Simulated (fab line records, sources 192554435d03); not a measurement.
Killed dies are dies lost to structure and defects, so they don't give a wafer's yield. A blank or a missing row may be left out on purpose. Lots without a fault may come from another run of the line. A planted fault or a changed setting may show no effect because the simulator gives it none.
A struck lot beside a sound one | flow n5_finfet | 17 steps out of a route of 1938
Sound: wafers L638.3, L638.4, L638.5. Struck: wafers L652.4, L652.6. (L652.2 of the same lot was not struck and is left out.) The cause comes at the end.
At each step with rows: each side's tool, then ch and its chambers, then its first start. Under that, the readings that differ: sound wafers | struck wafers | difference of the means | sigmas: that difference in standard deviations of wafers without a fault.
alike: readings whose means differ by less than 2 such deviations, and words and numbers that are the same on both sides. not compared: withheld readings, readings that some wafer has no value for, bounds like >300 that may hide the same value, and numbers for which the record gives no deviation and whose values overlap.
The two part at a step that has a row with sigmas, a row that says differs or no value, or rows on one side only. Numbers that don't overlap but have no deviation are shown without sigmas and don't part them. A reading that every wafer of one side lacks parts them only if that side has two wafers or more.

N5_BEOL_M3_ANNEAL_82: time 240 s.
  sound on pvd_sputter-02, day 7 22:09; struck on pvd_sputter-01, day 11 17:23
  alike: heater_power_w
then, 2 steps without rows for these wafers: N5_BEOL_M3_SPUTTER_86 (material Cu, target thk 4.5 nm, time 8.29 s); N5_BEOL_M3_ANNEAL_87 (time 240 s).
N5_BEOL_M3_SPUTTER_88: material Cu, target thk 4.5 nm, time 8.29 s.
  sound on pvd_sputter-02, day 7 22:31; struck on pvd_sputter-01, day 11 17:44
  alike: throttle_valve_pct
then, 4 steps without rows for these wafers: N5_BEOL_M3_ANNEAL_89 (time 240 s); N5_BEOL_M3_SPUTTER_90 (material Cu, target thk 4.5 nm, time 8.29 s); N5_BEOL_M3_ANNEAL_91 (time 240 s); N5_BEOL_M3_SPUTTER_92 (material Cu, target thk 4.5 nm, time 8.29 s).
N5_BEOL_M3_ANNEAL_93: time 240 s.
  sound on pvd_sputter-02, day 7 23:02; struck on pvd_sputter-01, day 11 18:16
  alike: heater_power_w
N5_BEOL_M3_SPUTTER_94: material Cu, target thk 4.5 nm, time 8.29 s.
  sound on pvd_sputter-02, day 7 23:10; struck on pvd_sputter-01, day 11 18:24
  alike: throttle_valve_pct
then, 2 steps without rows for these wafers: N5_BEOL_M3_ANNEAL_95 (time 240 s); N5_BEOL_M3_SPUTTER_96 (material Cu, target thk 4.5 nm, time 8.29 s).
N5_BEOL_M3_ECD_50: material Cu, target thk 300 nm.
  sound on ecd_cu-02 ch 0,1, day 7 23:32; struck on ecd_cu-02 ch 0,1, day 11 18:44
  reading                                | sound             | struck    | difference | sigmas
  model.Cu_of_BEOL_M3_ECD_50.thk_nm (nm) | 294.2 298.4 297.6 | 211.8 209 | -86.3      |
N5_BEOL_M3_ANNEAL_51: time 90 s.
  sound on rtp_anneal-01 ch 0, day 7 23:41; struck on rtp_anneal-02 ch 0, day 11 18:52
  alike: wafer_temp_C_max
N5_BEOL_M3_CMP_52: polishes, stops on SiOC, t overpolish 6.8 s, target thk 40 nm.
  sound on cmp-03 ch 0,1,3, day 7 23:59; struck on cmp-03 ch 1,3, day 11 19:09
  reading                | sound    | struck | difference | sigmas
  time_to_endpoint_s (s) | 64 66 64 | 49 45  | -18        | -5
  alike: motor_current_A
  not compared: pad_life_wafers
N5_BEOL_M3_THK_MEAS_53: measures by xrf.
  sound on film_metro-02, day 8 00:17; struck on film_metro-02, day 11 19:25
  reading     | sound          | struck    | difference | sigmas
  M3_THK (nm) | 40.5 42.8 40.6 | 44.9 45.0 | +3.7       | +2
N5_BEOL_M4_RC_MEAS_101:
  sound on prober-01 ch 0, day 8 08:44; struck on prober-01 ch 0, day 12 23:31
  reading       | sound          | struck    | difference | sigmas
  ION_P (uA/um) | 457 457 460    | 477 475   | +18        | +2
  VT_P (mV)     | -254 -256 -252 | -248 -245 | +8         | +2
  alike: DIBL_N, DIBL_P, IOFF_N, IOFF_P, ION_N, SS_N, SS_P, VT_N

WHERE THEY PART
First at N5_BEOL_M3_CMP_52; last, within this record, at N5_BEOL_M4_RC_MEAS_101.

WHY: what the simulator had put in
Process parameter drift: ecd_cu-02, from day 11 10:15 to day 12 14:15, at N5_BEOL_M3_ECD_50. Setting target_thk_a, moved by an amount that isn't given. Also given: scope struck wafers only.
